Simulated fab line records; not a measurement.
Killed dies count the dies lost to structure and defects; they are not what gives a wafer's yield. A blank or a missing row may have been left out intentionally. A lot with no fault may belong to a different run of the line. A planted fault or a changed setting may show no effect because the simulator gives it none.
Split-lot trial || flow n5-finfet || on a route of 1938 steps: 7 lots, 21 wafers read

## ABOUT THE SPLIT
At N5_BEOL_M1_HM_DEP_02 (deposits TiN, target thk 20 nm), the setting target-thk-a was moved away from the recipe's 200 angstrom on 6 of the 21 wafers read, by -6.7% to +13.0%. This setting was run at the recipe's value on the other wafers.

## FROM THE SPLIT TO THE READING: what the file shows between them, 4 steps
- N5_BEOL_M1_COAT_61: time 60 s, resist thk 60 nm
- N5_BEOL_M1_COAT_62: time 60 s, resist thk 12 nm
- N5_BEOL_M1_STRIP_75: strips in N2/H2
- N5_BEOL_M1_STRIP_66: strips in CF4

## THE READING
etch.depth-nm (the simulator's own value, which no gauge read), in nm, at N5_BEOL_M1_HM_OPEN_17 (chemistry Cl2/BCl3, target TiN, target depth 20 nm, overetch 6 nm). No usual value for it is given in the file. Average 20.09 nm, standard deviation 0.19 nm, over the 15 wafers here run with the recipe.

{"wafer": "L074.2", "tool, chamber at the split": "pvd-sputter-01, -", "target-thk-a as run, angstrom": 200, "against the recipe": "recipe", "etch.depth-nm, nm": 20.27, "against lot-mates on the recipe": "-"}
{"wafer": "L074.5", "tool, chamber at the split": "pvd-sputter-01, -", "target-thk-a as run, angstrom": 200, "against the recipe": "recipe", "etch.depth-nm, nm": 19.75, "against lot-mates on the recipe": "-"}
{"wafer": "L074.6", "tool, chamber at the split": "pvd-sputter-01, -", "target-thk-a as run, angstrom": 200, "against the recipe": "recipe", "etch.depth-nm, nm": 20.02, "against lot-mates on the recipe": "-"}
{"wafer": "L076.2", "tool, chamber at the split": "pvd-sputter-03, -", "target-thk-a as run, angstrom": 200, "against the recipe": "recipe", "etch.depth-nm, nm": 20.01, "against lot-mates on the recipe": "-"}
{"wafer": "L076.3", "tool, chamber at the split": "pvd-sputter-03, -", "target-thk-a as run, angstrom": 224.1, "against the recipe": "+12.1%", "etch.depth-nm, nm": 22.53, "against lot-mates on the recipe": "+2.26"}
{"wafer": "L076.5", "tool, chamber at the split": "pvd-sputter-03, -", "target-thk-a as run, angstrom": 200, "against the recipe": "recipe", "etch.depth-nm, nm": 20.53, "against lot-mates on the recipe": "-"}
{"wafer": "L082.1", "tool, chamber at the split": "pvd-sputter-02, -", "target-thk-a as run, angstrom": 200, "against the recipe": "recipe", "etch.depth-nm, nm": 19.9, "against lot-mates on the recipe": "-"}
{"wafer": "L082.3", "tool, chamber at the split": "pvd-sputter-02, -", "target-thk-a as run, angstrom": 200, "against the recipe": "recipe", "etch.depth-nm, nm": 20.25, "against lot-mates on the recipe": "-"}
{"wafer": "L082.6", "tool, chamber at the split": "pvd-sputter-02, -", "target-thk-a as run, angstrom": 200, "against the recipe": "recipe", "etch.depth-nm, nm": 20.26, "against lot-mates on the recipe": "-"}
{"wafer": "L083.1", "tool, chamber at the split": "pvd-sputter-03, -", "target-thk-a as run, angstrom": 200, "against the recipe": "recipe", "etch.depth-nm, nm": 20.08, "against lot-mates on the recipe": "-"}
{"wafer": "L083.2", "tool, chamber at the split": "pvd-sputter-03, -", "target-thk-a as run, angstrom": 200, "against the recipe": "recipe", "etch.depth-nm, nm": 20.02, "against lot-mates on the recipe": "-"}
{"wafer": "L083.6", "tool, chamber at the split": "pvd-sputter-03, -", "target-thk-a as run, angstrom": 200, "against the recipe": "recipe", "etch.depth-nm, nm": 20.04, "against lot-mates on the recipe": "-"}
{"wafer": "L084.1", "tool, chamber at the split": "pvd-sputter-01, -", "target-thk-a as run, angstrom": 211.2, "against the recipe": "+5.6%", "etch.depth-nm, nm": 21.12, "against lot-mates on the recipe": "+1.04"}
{"wafer": "L084.6", "tool, chamber at the split": "pvd-sputter-01, -", "target-thk-a as run, angstrom": 211.2, "against the recipe": "+5.6%", "etch.depth-nm, nm": 21.12, "against lot-mates on the recipe": "+1.04"}
{"wafer": "L084.5", "tool, chamber at the split": "pvd-sputter-01, -", "target-thk-a as run, angstrom": 200, "against the recipe": "recipe", "etch.depth-nm, nm": 20.08, "against lot-mates on the recipe": "-"}
{"wafer": "L085.2", "tool, chamber at the split": "pvd-sputter-03, -", "target-thk-a as run, angstrom": 226, "against the recipe": "+13.0%", "etch.depth-nm, nm": 23.01, "against lot-mates on the recipe": "+2.87"}
{"wafer": "L085.3", "tool, chamber at the split": "pvd-sputter-03, -", "target-thk-a as run, angstrom": 200, "against the recipe": "recipe", "etch.depth-nm, nm": 20.25, "against lot-mates on the recipe": "-"}
{"wafer": "L085.6", "tool, chamber at the split": "pvd-sputter-03, -", "target-thk-a as run, angstrom": 200, "against the recipe": "recipe", "etch.depth-nm, nm": 20.03, "against lot-mates on the recipe": "-"}
{"wafer": "L086.1", "tool, chamber at the split": "pvd-sputter-03, -", "target-thk-a as run, angstrom": 186.7, "against the recipe": "-6.7%", "etch.depth-nm, nm": 18.53, "against lot-mates on the recipe": -1.30}
{"wafer": "L086.2", "tool, chamber at the split": "pvd-sputter-03, -", "target-thk-a as run, angstrom": 186.7, "against the recipe": "-6.7%", "etch.depth-nm, nm": 18.76, "against lot-mates on the recipe": -1.07}
{"wafer": "L086.3", "tool, chamber at the split": "pvd-sputter-03, -", "target-thk-a as run, angstrom": 200, "against the recipe": "recipe", "etch.depth-nm, nm": 19.83, "against lot-mates on the recipe": "-"}

THE FIT
A straight line over all 21 wafers: etch.depth-nm changes by +0.212 nm for each +1% of target-thk-a; r = +0.98; the points scatter about the line by 0.19 nm.
The same after taking each lot's own level away (the mean of its wafers on the recipe; 21 wafers): +0.197 nm for each +1%; r = +0.98; scatter 0.17 nm.
That fit puts the effect of the largest move of target-thk-a on the reading at 2.6 nm.
The span of the lots' own levels, 19.830 to 20.270 nm, comes to 2.3 times the standard deviation stated above.
So the lot-to-lot level changes the slope little: the two slopes agree.
Check: with one of the wafers moved furthest among these (+13.0%) left out of the fit, the line predicts +2.4 nm for it against its lot-mates. It came out at +2.87 nm against them.

## OTHER SPLITS APPLIED TO THESE WAFERS
Before the reading, these wafers also passed through other splits. Each is held against what the fit with the lots' levels taken away leaves over:
{"other split on the same wafers": "N5_SD_EPI_N_DEVELOP_08 develop-time-s", "wafers away from the commonest value": 9, "r with etch.depth-nm (lot level and that fit taken away)": "+0.09"}
{"other split on the same wafers": "N5_SDB_ALD_29 ald-cycles", "wafers away from the commonest value": 7, "r with etch.depth-nm (lot level and that fit taken away)": "+0.16"}
{"other split on the same wafers": "N5_HKMG_FIN_PEB_10 peb-time-s", "wafers away from the commonest value": 4, "r with etch.depth-nm (lot level and that fit taken away)": -0.28}
{"other split on the same wafers": "N5_HKMG_FIN_ETCH_35 source-w", "wafers away from the commonest value": 7, "r with etch.depth-nm (lot level and that fit taken away)": -0.26}
{"other split on the same wafers": "N5_MOL_CONTACT_COAG_COAT_64 spin-rpm", "wafers away from the commonest value": 7, "r with etch.depth-nm (lot level and that fit taken away)": -0.11}
{"other split on the same wafers": "N5_BEOL_M0_SAQP_PECVD_97 time-s", "wafers away from the commonest value": 10, "r with etch.depth-nm (lot level and that fit taken away)": "+0.33"}
{"other split on the same wafers": "N5_BEOL_M0_CUTY_COAT_51 spin-rpm", "wafers away from the commonest value": 7, "r with etch.depth-nm (lot level and that fit taken away)": "+0.13"}
{"other split on the same wafers": "N5_BEOL_M0_CUTY_EXPOSE_54 dose-mj", "wafers away from the commonest value": 8, "r with etch.depth-nm (lot level and that fit taken away)": -0.37}

## THE WHOLE CHAIN: every reading that the file lists as answering this split, in the file's order
{"step": "N5_BEOL_M1_HM_DEP_02", "what it does": "deposits TiN, target thk 20 nm", "reading": "TiN_of_BEOL_M1_HM_DEP_02.thk-nm (the simulator's own value, which no gauge read)", "change (the file's fit)": "+0.204 nm for each +1% of the setting", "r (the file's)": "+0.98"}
{"step": "N5_BEOL_M1_HM_OPEN_17", "what it does": "chemistry Cl2/BCl3, target TiN, target depth 20 nm, overetch 6 nm", "reading": "etch.depth-nm (the simulator's own value, which no gauge read)", "change (the file's fit)": "+0.201 nm for each +1% of the setting", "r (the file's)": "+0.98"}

## FILE'S OWN FIT
etch.depth-nm changes by +0.201 nm for each +1% of target-thk-a, r = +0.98.
